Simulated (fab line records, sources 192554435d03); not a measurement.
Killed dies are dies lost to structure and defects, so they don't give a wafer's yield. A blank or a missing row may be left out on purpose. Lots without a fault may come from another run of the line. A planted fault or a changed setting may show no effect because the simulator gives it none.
Chamber matching | flow n5_finfet | N5_GATE_CUT_SAC_CAP_01 on ald_sin-02: 4 sister chambers
The step material SiNx, target thk 24 nm, pulse time 1 s, ald cycles 480. 4 wafers are shown with their chamber, then 9 later ones without.

WAFERS WITH THEIR CHAMBER
wafer  | chamber | heater_power_w (W)
L083.3 | 0       | 976
L091.1 | 3       | 757
L091.4 | 2       | 748
L091.5 | 1       | 716

WAFERS WITHOUT THEIR CHAMBER
wafer  | heater_power_w (W)
L092.1 | 959
L092.2 | 741
L092.4 | 700
L093.1 | 756
L093.3 | 744
L093.4 | 961
L095.2 | 953
L095.3 | 759
L095.5 | 972

WHICH CHAMBER EACH WENT THROUGH
wafer  | from the rows above          | in truth
L092.1 | 0                            | 0
L092.2 | can't be placed: 2 or 3 or 1 | 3
L092.4 | 1                            | 1
L093.1 | can't be placed: 3 or 2      | 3
L093.3 | can't be placed: 2 or 3 or 1 | 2
L093.4 | 0                            | 0
L095.2 | 0                            | 0
L095.3 | can't be placed: 3 or 2      | 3
L095.5 | 0                            | 0
Placed correctly: 5 of 9. Can't be placed from these rows: 4 (the true chamber is among the candidates in 4). Placed wrongly: 0.
How it was worked out, from the rows above alone: a wafer's distance from a chamber is the root of the sum, over the readings, of the square of ((its reading less the chamber's mean) divided by the reading's scatter). The wafer belongs to the nearest chamber; if the next one is less than 2 further off, it can't be placed. A chamber's mean is the mean of its shown wafers. The scatter: with one shown wafer a chamber, the root of the mean of the squares of how far each hidden wafer lies from its nearest shown one.
